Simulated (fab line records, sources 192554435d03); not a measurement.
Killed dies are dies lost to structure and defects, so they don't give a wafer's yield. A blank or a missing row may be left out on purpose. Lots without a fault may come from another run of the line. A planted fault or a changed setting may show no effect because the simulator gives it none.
Split-lot experiment | flow n5_finfet | 7 lots, 21 wafers read, on a route of 1938 steps

THE SPLIT
At N5_HKMG_FIN_ETCH_31 (etches SiARC in CF4, target depth 45.5 nm, time 75.8 s), the setting bias_w was moved away from the recipe's 36 W on 9 of the 21 wafers read, by -9.6% to +7.8%. The other wafers ran this setting at the recipe's value.

The reading is taken at the split's own step.

THE READING
rf_vpp_V, in V, at N5_HKMG_FIN_ETCH_31 (etches SiARC in CF4, target depth 45.5 nm, time 75.8 s). Fault-free wafers of this fab line usually give 184.4 V, standard deviation 1.1 V.

wafer  | tool, chamber at the split | bias_w as run, W | against the recipe | rf_vpp_V, V | against lot-mates on the recipe
L076.1 | rie_diel-05, 0             | 36               | recipe             | 185.2       | -
L076.3 | rie_diel-05, 2             | 36               | recipe             | 185.7       | -
L076.5 | rie_diel-05, 0             | 36               | recipe             | 183.4       | -
L077.2 | rie_diel-06, 2             | 36               | recipe             | 185.3       | -
L077.3 | rie_diel-06, 0             | 34.19            | -5.0%              | 180.4       | -4.9
L077.6 | rie_diel-06, 3             | 34.19            | -5.0%              | 178.4       | -6.9
L078.3 | rie_diel-06, 2             | 36               | recipe             | 185.5       | -
L078.4 | rie_diel-06, 0             | 38.76            | +7.7%              | 194.2       | +8.7
L078.6 | rie_diel-06, 3             | 38.76            | +7.7%              | 192.8       | +7.3
L080.3 | rie_diel-01, 3             | 32.56            | -9.6%              | 173.7       | -11.9
L080.4 | rie_diel-01, 2             | 32.56            | -9.6%              | 174.1       | -11.5
L080.5 | rie_diel-01, 2             | 36               | recipe             | 185.6       | -
L083.3 | rie_diel-01, 2             | 36               | recipe             | 184.8       | -
L083.5 | rie_diel-01, 2             | 36               | recipe             | 185.2       | -
L083.6 | rie_diel-01, 3             | 38.81            | +7.8%              | 193.5       | +8.5
L086.1 | rie_diel-05, 2             | 36               | recipe             | 185.5       | -
L086.3 | rie_diel-05, 0             | 36               | recipe             | 182.1       | -
L086.5 | rie_diel-05, 2             | 36               | recipe             | 184.1       | -
L091.1 | rie_diel-06, 1             | 36               | recipe             | 184.4       | -
L091.3 | rie_diel-06, 2             | 33.33            | -7.4%              | 174.5       | -9.9
L091.4 | rie_diel-06, 0             | 33.33            | -7.4%              | 174.1       | -10.3

THE FIT
A straight line over all 21 wafers: rf_vpp_V changes by +1.18 V for each +1% of bias_w; r = +0.98; the points scatter about the line by 1.1 V.
The same after taking each lot's own level away (the mean of its wafers on the recipe; 21 wafers): +1.18 V for each +1%; r = +0.99; scatter 0.94 V.
On that fit, the largest move of bias_w shifts the reading by 11 V.
The lots' own levels span 183.90 to 185.60 V, that is 1.5 times the standard deviation above.
So the lot-to-lot level changes the slope little: the two slopes agree.
Check: with one of the wafers moved furthest among these (-9.6%) left out of the fit, the line predicts -11.5 V for it against its lot-mates. It came out at -11.9 V against them.
Tool readings at the split's step, against how far the setting was moved: rf_vpp_V r = +0.98.

OTHER SPLITS ON THESE WAFERS
These wafers also went through other splits before the reading. Each is held against what the fit with the lots' levels taken away leaves over:
other split on the same wafers   | wafers away from the commonest value | r with rf_vpp_V (lot level and that fit taken away)
N5_DUMMY_GATE_EXPOSE_12 dose_mj  | 7                                    | +0.14
N5_SD_EPI_P_COAT_34 spin_rpm     | 6                                    | -0.01
N5_SD_EPI_P_PEB_07 peb_time_s    | 4                                    | +0.19
N5_SD_ACTIVATION_LSA_01 temp_c   | 6                                    | +0.19
N5_HKMG_FIN_HK_ALD_01 ald_cycles | 7                                    | +0.19

THE FILE'S OWN FIT
rf_vpp_V changes by +1.18 V for each +1% of bias_w, r = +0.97.
